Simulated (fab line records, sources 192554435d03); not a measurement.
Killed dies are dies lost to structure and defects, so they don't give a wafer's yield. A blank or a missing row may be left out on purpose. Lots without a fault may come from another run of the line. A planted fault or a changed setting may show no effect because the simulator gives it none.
Chamber matching | flow n5_finfet | N5_DUMMY_GATE_CMP_04 on cmp-04: 4 sister chambers
The step polishes a-Si. 8 wafers are shown with their chamber, then 11 later ones without.

WAFERS WITH THEIR CHAMBER
wafer  | chamber | motor_current_A (A) | edge_zone_pressure_frac
L084.3 | 3       | 9.8                 | 1.004
L085.3 | 0       | 10.4                | 0.995
L085.5 | 3       | 10.0                | 1.007
L089.6 | 0       | 10.3                | 1.004
L090.1 | 1       | 11.0                | 1.000
L090.2 | 2       | 10.3                | 1.008
L090.5 | 1       | 11.0                | 1.007
L091.2 | 2       | 11.2                | 0.997

WAFERS WITHOUT THEIR CHAMBER
wafer  | motor_current_A (A) | edge_zone_pressure_frac
L091.3 | 11.0                | 0.992
L091.6 | 9.4                 | 0.997
L093.3 | 10.3                | 1.009
L093.5 | 11.2                | 1.003
L093.6 | 10.7                | 0.999
L095.2 | 11.0                | 1.003
L095.3 | 9.9                 | 0.995
L095.5 | 11.1                | 0.999
L097.1 | 10.6                | 0.993
L097.4 | 10.3                | 0.999
L097.6 | 10.3                | 0.998

WHICH CHAMBER EACH WENT THROUGH
wafer  | from the rows above               | in truth
L091.3 | can't be placed: 2 or 1 or 0      | 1
L091.6 | can't be placed: 3 or 0           | 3
L093.3 | can't be placed: 3 or 0 or 2 or 1 | 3
L093.5 | can't be placed: 1 or 2           | 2
L093.6 | can't be placed: 2 or 0 or 1      | 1
L095.2 | can't be placed: 1 or 2 or 0      | 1
L095.3 | can't be placed: 0 or 3 or 2      | 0
L095.5 | can't be placed: 1 or 2 or 0      | 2
L097.1 | can't be placed: 0 or 2 or 1 or 3 | 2
L097.4 | can't be placed: 0 or 2 or 3      | 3
L097.6 | can't be placed: 0 or 2 or 3      | 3
Placed correctly: 0 of 11. Can't be placed from these rows: 11 (the true chamber is among the candidates in 11). Placed wrongly: 0.
How it was worked out, from the rows above alone: a wafer's distance from a chamber is the root of the sum, over the readings, of the square of ((its reading less the chamber's mean) divided by the reading's scatter). The wafer belongs to the nearest chamber; if the next one is less than 2 further off, it can't be placed. A chamber's mean is the mean of its shown wafers. The scatter: the root of (the sum of the squares of (reading less its chamber's mean) over the shown wafers, divided by (wafers less chambers)).
